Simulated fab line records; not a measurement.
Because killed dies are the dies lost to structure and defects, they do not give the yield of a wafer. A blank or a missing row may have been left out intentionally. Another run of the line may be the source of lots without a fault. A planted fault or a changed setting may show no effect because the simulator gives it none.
Matching of chambers :: flow nand_harc :: NHARC_A_M1_ETCH_35 on rie_diel-04: 4 sister chambers
The step etches the open film in N2/H2, target depth 40 nm, overetch 12 nm, time 43.94 s. 16 wafers are shown with their chamber, then 8 later ones without.

== WAFERS PAIRED WITH THEIR CHAMBERS ==
wafer: L078.2
chamber: 0
drypump_motor_current_A (A): 6.0
showerhead_plenum_p_Torr (Torr): 1.99
rf_vpp_V (V): 428.3

wafer: L078.4
chamber: 1
drypump_motor_current_A (A): 5.7
showerhead_plenum_p_Torr (Torr): 2.00
rf_vpp_V (V): 429.6

wafer: L078.5
chamber: 3
drypump_motor_current_A (A): 4.9
showerhead_plenum_p_Torr (Torr): 2.02
rf_vpp_V (V): 428.2

wafer: L077.1
chamber: 3
drypump_motor_current_A (A): 4.9
showerhead_plenum_p_Torr (Torr): 2.02
rf_vpp_V (V): 429.6

wafer: L077.5
chamber: 1
drypump_motor_current_A (A): 5.8
showerhead_plenum_p_Torr (Torr): 2.00
rf_vpp_V (V): 427.9

wafer: L077.6
chamber: 2
drypump_motor_current_A (A): 5.0
showerhead_plenum_p_Torr (Torr): 2.10
rf_vpp_V (V): 433.1

wafer: L082.1
chamber: 0
drypump_motor_current_A (A): 6.0
showerhead_plenum_p_Torr (Torr): 1.98
rf_vpp_V (V): 429.0

wafer: L082.4
chamber: 2
drypump_motor_current_A (A): 5.0
showerhead_plenum_p_Torr (Torr): 2.10
rf_vpp_V (V): 431.8

wafer: L082.5
chamber: 3
drypump_motor_current_A (A): 4.9
showerhead_plenum_p_Torr (Torr): 2.02
rf_vpp_V (V): 430.9

wafer: L084.2
chamber: 3
drypump_motor_current_A (A): 4.9
showerhead_plenum_p_Torr (Torr): 2.02
rf_vpp_V (V): 429.4

wafer: L084.3
chamber: 2
drypump_motor_current_A (A): 5.0
showerhead_plenum_p_Torr (Torr): 2.10
rf_vpp_V (V): 432.8

wafer: L084.4
chamber: 1
drypump_motor_current_A (A): 5.8
showerhead_plenum_p_Torr (Torr): 2.00
rf_vpp_V (V): 429.0

wafer: L085.1
chamber: 2
drypump_motor_current_A (A): 5.0
showerhead_plenum_p_Torr (Torr): 2.10
rf_vpp_V (V): 432.0

wafer: L085.4
chamber: 3
drypump_motor_current_A (A): 4.9
showerhead_plenum_p_Torr (Torr): 2.02
rf_vpp_V (V): 429.2

wafer: L085.5
chamber: 2
drypump_motor_current_A (A): 5.0
showerhead_plenum_p_Torr (Torr): 2.09
rf_vpp_V (V): 432.0

wafer: L089.1
chamber: 0
drypump_motor_current_A (A): 6.0
showerhead_plenum_p_Torr (Torr): 1.98
rf_vpp_V (V): 427.5

SIGNATURES (means of the wafers above)
reading: drypump_motor_current_A
chamber 0: 6.000
chamber 1: 5.767
chamber 2: 5.000
chamber 3: 4.900
scatter within a chamber: 0.0236

reading: showerhead_plenum_p_Torr
chamber 0: 1.9833
chamber 1: 2.0000
chamber 2: 2.0980
chamber 3: 2.0200
scatter within a chamber: 0.0035

reading: rf_vpp_V
chamber 0: 428.267
chamber 1: 428.833
chamber 2: 432.340
chamber 3: 429.460
scatter within a chamber: 0.8
Rule: for each reading, subtract the chamber's mean from the wafer's reading, divide by that reading's scatter and square the result; add these up over the readings and take the root, which gives the wafer's distance from the chamber. The wafer belongs to the nearest chamber; if the next one is less than 2 further off, it can't be placed. The scatter is the square root of a quotient: the sum, over the shown wafers, of each reading's squared deviation from its chamber's mean, divided by wafers minus chambers.

== WAFERS WITH NO CHAMBER GIVEN ==
wafer: L089.2
drypump_motor_current_A (A): 5.0
showerhead_plenum_p_Torr (Torr): 2.09
rf_vpp_V (V): 430.8

wafer: L089.3
drypump_motor_current_A (A): 4.9
showerhead_plenum_p_Torr (Torr): 2.02
rf_vpp_V (V): 430.2

wafer: L091.1
drypump_motor_current_A (A): 5.0
showerhead_plenum_p_Torr (Torr): 2.09
rf_vpp_V (V): 432.2

wafer: L091.3
drypump_motor_current_A (A): 5.7
showerhead_plenum_p_Torr (Torr): 2.00
rf_vpp_V (V): 428.3

wafer: L091.5
drypump_motor_current_A (A): 5.0
showerhead_plenum_p_Torr (Torr): 2.09
rf_vpp_V (V): 431.8

wafer: L095.1
drypump_motor_current_A (A): 4.9
showerhead_plenum_p_Torr (Torr): 2.02
rf_vpp_V (V): 431.2

wafer: L095.3
drypump_motor_current_A (A): 5.8
showerhead_plenum_p_Torr (Torr): 2.00
rf_vpp_V (V): 429.2

wafer: L095.4
drypump_motor_current_A (A): 6.0
showerhead_plenum_p_Torr (Torr): 1.98
rf_vpp_V (V): 428.2

== EACH ONE'S CHAMBER ==
wafer: L089.2
from the rows above: 2
in truth: 2

wafer: L089.3
from the rows above: 3
in truth: 3

wafer: L091.1
from the rows above: 2
in truth: 2

wafer: L091.3
from the rows above: 1
in truth: 1

wafer: L091.5
from the rows above: 2
in truth: 2

wafer: L095.1
from the rows above: 3
in truth: 3

wafer: L095.3
from the rows above: 1
in truth: 1

wafer: L095.4
from the rows above: 0
in truth: 0
Correct placement for 8 of the 8. Number that these rows cannot place: 0. Wrongly placed: 0.
